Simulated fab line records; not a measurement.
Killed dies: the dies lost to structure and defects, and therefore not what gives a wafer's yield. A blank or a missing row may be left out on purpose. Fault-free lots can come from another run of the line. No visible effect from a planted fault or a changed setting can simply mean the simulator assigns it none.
Chamber matching    flow n5_finfet    N5_SD_EPI_P_ETCH_47 on rie_diel-06: 4 sister chambers
The step etches SiOCN in CH3F/O2, target depth 25 nm. 20 wafers are shown with their chamber, then 10 later ones without.

WAFERS WITH THEIR CHAMBER
wafer   chamber  showerhead_plenum_p_Torr (Torr)  drypump_motor_current_A (A)  throttle_valve_pct (%)
L075.1  0        2.04                             5.5                          15.91
L075.4  2        2.10                             6.0                          15.95
L075.5  2        2.10                             6.0                          15.93
L076.1  0        2.04                             5.5                          15.92
L076.5  1        2.05                             6.0                          16.40
L076.6  2        2.10                             5.9                          15.94
L080.1  2        2.10                             6.0                          15.94
L080.2  0        2.04                             5.4                          15.92
L080.6  2        2.10                             6.0                          15.94
L081.1  0        2.04                             5.4                          15.94
L081.3  3        1.90                             5.0                          16.31
L081.6  3        1.90                             5.1                          16.29
L083.1  3        1.90                             5.1                          16.31
L083.3  1        2.05                             6.0                          15.96
L083.5  2        2.10                             6.0                          15.96
L085.1  0        2.04                             5.4                          15.96
L085.2  2        2.10                             5.9                          15.98
L085.6  2        2.10                             5.9                          15.99
L087.1  2        2.09                             5.9                          15.97
L087.5  1        2.05                             6.0                          15.96

SIGNATURES (means of the wafers above)
reading                   chamber 0  chamber 1  chamber 2  chamber 3  scatter within a chamber
showerhead_plenum_p_Torr  2.0400     2.0500     2.0989     1.9000     0.00236
drypump_motor_current_A   5.440      6.000      5.956      5.067      0.0506
throttle_valve_pct        15.9300    16.1067    15.9556    16.3033    0.0916
Rule: distance of a wafer from a chamber = root of the sum over the readings of ((wafer's reading minus chamber's mean) / reading's scatter) squared. The wafer belongs to the nearest chamber; if the next one is less than 2 further off, it can't be placed. The scatter is the square root of a quotient: the sum, over the shown wafers, of each reading's squared deviation from its chamber's mean, divided by wafers minus chambers.

WAFERS MISSING THEIR CHAMBER
wafer   showerhead_plenum_p_Torr (Torr)  drypump_motor_current_A (A)  throttle_valve_pct (%)
L087.6  2.04                             5.5                          15.96
L091.3  2.09                             5.9                          15.97
L091.4  1.90                             5.1                          16.31
L091.5  2.04                             6.0                          15.99
L096.1  2.09                             5.9                          16.00
L096.2  2.03                             5.5                          15.98
L096.3  2.04                             6.0                          15.99
L097.2  2.04                             6.0                          16.01
L097.4  2.03                             5.5                          15.97
L097.6  1.89                             5.1                          16.36

WHICH CHAMBER EACH ONE RAN IN
wafer   from the rows above  in truth
L087.6  0                    0
L091.3  2                    2
L091.4  3                    3
L091.5  1                    1
L096.1  2                    2
L096.2  0                    0
L096.3  1                    1
L097.2  1                    1
L097.4  0                    0
L097.6  3                    3
Correctly placed: 10 of 10. Left unplaced by these rows: 0. Wrongly placed: 0.
